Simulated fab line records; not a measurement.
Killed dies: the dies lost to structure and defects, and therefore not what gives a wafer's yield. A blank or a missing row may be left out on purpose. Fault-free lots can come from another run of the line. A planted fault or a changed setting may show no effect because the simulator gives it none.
Comparing a struck lot with a sound one | flow nandHarc | 15 steps out of a route of 1159
Sound: the wafers L784.1, L784.2, L784.3. Struck: wafers L787.1, L787.2, L787.4. The cause is named last.
Each step with rows lists, per side, the tool, then ch with its chambers, then its first start. Under that, the readings that differ: sound wafers | struck wafers | difference of the means | sigmas: that difference in standard deviations of wafers without a fault.
alike: readings with means less than 2 such deviations apart, plus words and numbers identical on both sides. not compared: withheld readings, readings lacking a value on some wafer, bounds such as >300 that could conceal the same value, and numbers that have no deviation in the record and whose values overlap.
A row with sigmas, a row that says differs or no value, or rows on one side alone: a step with any of these is where the two part. Numbers that don't overlap but have no deviation are shown without sigmas and don't part them. A reading missing from all wafers of one side parts the sides only when that side holds two or more wafers.

first, 1 step without rows for these wafers: NHARC_THIN_TSV_ETCH_44 (etches the open film in CF4/O2, target depth 1594.2 nm, time 797.1 s).
NHARC_THIN_TSV_ETCH_15: target depth 3000 nm, bosch target overetch cycles 2, bosch etch step 2.8 s.
  sound on rieSi-06 ch 1,2,3, day 19 03:11; struck on rieSi-04 ch 0,2,3, day 19 01:51
reading             | sound       | struck      | difference | sigmas
rfHoursCounterH (h) | 0.4 0.7 0.7 | 1.4 1.3 1.4 | +0.8       | 
  alike: drypumpMotorCurrentA
NHARC_THIN_TSV_CD_MEAS_16:
  sound on cdSem-03, day 19 03:19; struck on cdSem-01, day 19 01:59
  alike: cdNm
NHARC_THIN_TSV_STRIP_45: strips in O2.
  sound on plasmaAsher-01 ch 0,1, day 19 03:24; struck on plasmaAsher-01 ch 0,1, day 19 02:04
  alike: drypumpMotorCurrentA, heaterPowerW
  not compared: rfHoursCounterH
then, 2 steps without rows for these wafers: NHARC_THIN_TSV_STRIP_46 (strips in post etch residue remover, time 1200 s); NHARC_THIN_TSV_DEP_47 (deposits SiO2, target thk 200 nm).
NHARC_THIN_TSV_ETCHBACK_48: etches the open film in C4F8/Ar, target depth 1028.5 nm, time 405.17 s.
  sound on rieDiel-11 ch 1,2,3, day 19 04:38; struck on rieDiel-01 ch 0,2,3, day 19 03:18
reading             | sound | struck   | difference | sigmas
rfHoursCounterH (h) | 5 5 5 | 12 14 12 | +8         | 
  alike: oesProductAu, rfVppV
then, 1 step without rows for these wafers: NHARC_THIN_TSV_STRIP_62 (strips in N2/H2, time 20 s).
NHARC_THIN_TSV_DEGAS_49: time 120 s.
  sound on pvdSputter-01, day 19 05:15; struck on pvdSputter-03, day 19 03:52
  alike: heaterPowerW
then, 1 step without rows for these wafers: NHARC_THIN_TSV_PRE_CLEAN_50 (time 30 s).
NHARC_THIN_TSV_PVD_19: deposits TaN, target thk 20 nm.
  sound on pvdSputter-01; struck on pvdSputter-03
  alike: throttleValvePct
then, 1 step without rows for these wafers: NHARC_THIN_TSV_PVD_51 (deposits Cu, target thk 100 nm).
NHARC_THIN_TSV_ECD_20: material Cu, target thk 2000 nm.
  sound on ecdCu-01 ch 0,1, day 19 05:42; struck on ecdCu-02 ch 0,1, day 19 05:14
then, 1 step without rows for these wafers: NHARC_THIN_TSV_ANNEAL_52 (time 90 s).
NHARC_END_SORT_01:
  sound on prober-02 ch 0, day 19 20:19; struck on prober-01 ch 0, day 19 22:28
  alike: defectLimitedYield, killedAtArray, killedAtOther, killedAtPeriphery, killedDies, killedOpen, killedShort, sort_bin_2_pct, sort_bin_3_pct, sort_bin_4_pct, sortNPass, sortRimYieldPct, sortYieldPct

## WHERE THEY PART
Nowhere in this record.

WHY: the cause the simulator had injected
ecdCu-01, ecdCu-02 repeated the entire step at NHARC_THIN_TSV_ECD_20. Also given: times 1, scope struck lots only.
